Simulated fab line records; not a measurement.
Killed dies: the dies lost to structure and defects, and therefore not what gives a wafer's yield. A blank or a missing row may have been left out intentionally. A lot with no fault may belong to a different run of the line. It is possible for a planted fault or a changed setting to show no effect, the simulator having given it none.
Matching of chambers ; flow nand harc ; ald metal-03 running NHARC_A_WL_FILL_ALD_19: 4 sister chambers
The step deposits TiN, target thk 2 nm, pulse time 3 s, ald cycles 100. 8 wafers are shown with their chamber, then 7 later ones without.

== EACH WAFER AND ITS CHAMBER ==
wafer;chamber;heater power w (W);precursor pulse height rel
L204.2;1;1165;1.011
L208.1;1;1144;1.023
L208.4;3;802;0.966
L209.2;3;791;0.996
L209.3;0;1228;0.966
L209.4;2;954;0.989
L215.2;0;1230;0.994
L215.3;2;969;1.019

== WAFERS WHOSE CHAMBER IS MISSING ==
wafer;heater power w (W);precursor pulse height rel
L215.5;1215;0.990
L225.1;1235;0.988
L225.2;968;0.949
L225.5;1266;0.952
L222.2;983;0.962
L222.4;1163;1.013
L222.6;957;0.973

== EACH ONE'S CHAMBER ==
wafer;from the rows above;in truth
L215.5;0;0
L225.1;0;0
L225.2;2;2
L225.5;0;0
L222.2;2;2
L222.4;1;1
L222.6;2;2
Correct placement for 7 of the 7. Left unplaced by these rows: 0. 0 placed wrongly.
How it was worked out, from the rows above alone: a wafer's distance from a chamber is the root of the sum, over the readings, of the square of ((its reading less the chamber's mean) divided by the reading's scatter). If the next closest chamber is less than 2 further off than the closest, the wafer can't be placed; otherwise it belongs to the closest. A chamber's mean is the mean of its shown wafers. The scatter: take each reading less its chamber's mean, square it, sum over the shown wafers, divide by the number of wafers less the number of chambers, and take the root.
